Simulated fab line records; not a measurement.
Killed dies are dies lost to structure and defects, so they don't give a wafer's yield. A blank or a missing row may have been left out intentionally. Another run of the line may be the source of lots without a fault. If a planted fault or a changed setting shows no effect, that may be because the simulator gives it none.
Problem report in the 8D (eight disciplines) form, filled by code / flow nand harc / the parts of the form that need people (team, actions taken, sign-off) are left out

## 1. WHAT WENT WRONG
At NHARC_P_M1_CD_MEAS_09, cd nm averages 144.6 nm over 9 wafers from 3 lots, while fault-free wafers read 130.2 nm, standard deviation 0.67. That is +22 standard deviations from the usual mean.
The step: target cd 130 nm.
First observed at day 13 15:34: wafer L772.3, on cd sem-01. The record has a number at this step for 45 wafers belonging to 15 lots. Rule for "out" (also "out of limits"): further than 4 standard deviations from the usual mean. All remaining wafers that have a number are taken as sound.

## 2. WHAT IT IS; WHAT IT IS NOT
question=which readings at this step | is=cd nm | is not=-
question=which lots | is=L771, L772, L774 | is not=L754, L755, L756, L757, L758, L759, L760, L761, L763, L764, L765, L777
question=which wafers of those lots | is=all that have a number | is not=-
question=read on which gauges | is=cd sem-01, cd sem-02, cd sem-03 | is not=-
question=when | is=from day 13 15:34 | is not=up to then (33 sound wafers); but 3 sound wafers of L777 came after

## 3. THE SUSPECTS, EACH WITH WHAT RULES IT OUT
Counting: a tool at any process step up to the reading remains a suspect when it ran all the lots that are out and ran no sound lot after the first of those.
- ruled out: the gauge at NHARC_P_M1_CD_MEAS_09. Those wafers that are out were read across 3 gauges (cd sem-01, cd sem-02, cd sem-03).
- arfi scanner-01 at NHARC_P_M1_EXPOSE_06 (exposes mask P M1, target cd 130 nm): kept. It ran every lot that is out, first L772 (day 13 15:26), and no sound lot after that; its last sound lot up to then is L765 (day 10 22:21). Its own exposure dose mJ cm2 readings are out on those wafers.
The count leaves arfi scanner-01 at NHARC_P_M1_EXPOSE_06.

## 4. THE CAUSE (what the simulator had put in)
Drift in process parameters on arfi scanner-01 at NHARC_P_M1_EXPOSE_06, starting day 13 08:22. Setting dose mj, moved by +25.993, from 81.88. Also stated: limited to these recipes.
This tool alone remained once counting was done.

## 5. THE EFFECT CHAIN, in route order
One row per reading whose mean, taken over the struck wafers that have a number, lies over 3 standard deviations from the usual. Scope: only readings with a usual standard deviation given in the record; hours: median across lots of the time from each lot's start at the first step in this table that gives one to its start at this step; sigmas: change in usual standard deviations.
hours=0; step=NHARC_P_M1_EXPOSE_06; reading=exposure dose mJ cm2; usual=81.78; on struck wafers=103.37; change=+21.59; sigmas=+99 or more
hours=0; step=NHARC_P_M1_CD_MEAS_09; reading=cd nm; usual=130.2 nm; on struck wafers=144.6; change=+14.4; sigmas=+22
It contains these process steps:
- NHARC_P_M1_EXPOSE_06: exposes mask P M1, target cd 130 nm.

## 6. WHAT WOULD HAVE CAUGHT IT SOONER
Counted from the fault's start at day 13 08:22, it took 7 hours until the first out-of-limits reading at a measuring or inspecting step in this record, taken at day 13 15:34.
At NHARC_P_M1_EXPOSE_06, the tool's own readings (exposure dose mJ cm2) were out on each struck wafer the step has a row for, so an alarm limit on them would have fired on the first such wafer.
Of the lots that are out (3), L771, L774 began NHARC_P_M1_EXPOSE_06 on arfi scanner-01 after day 13 15:34. A hold on the tool at that time would have spared those 2.
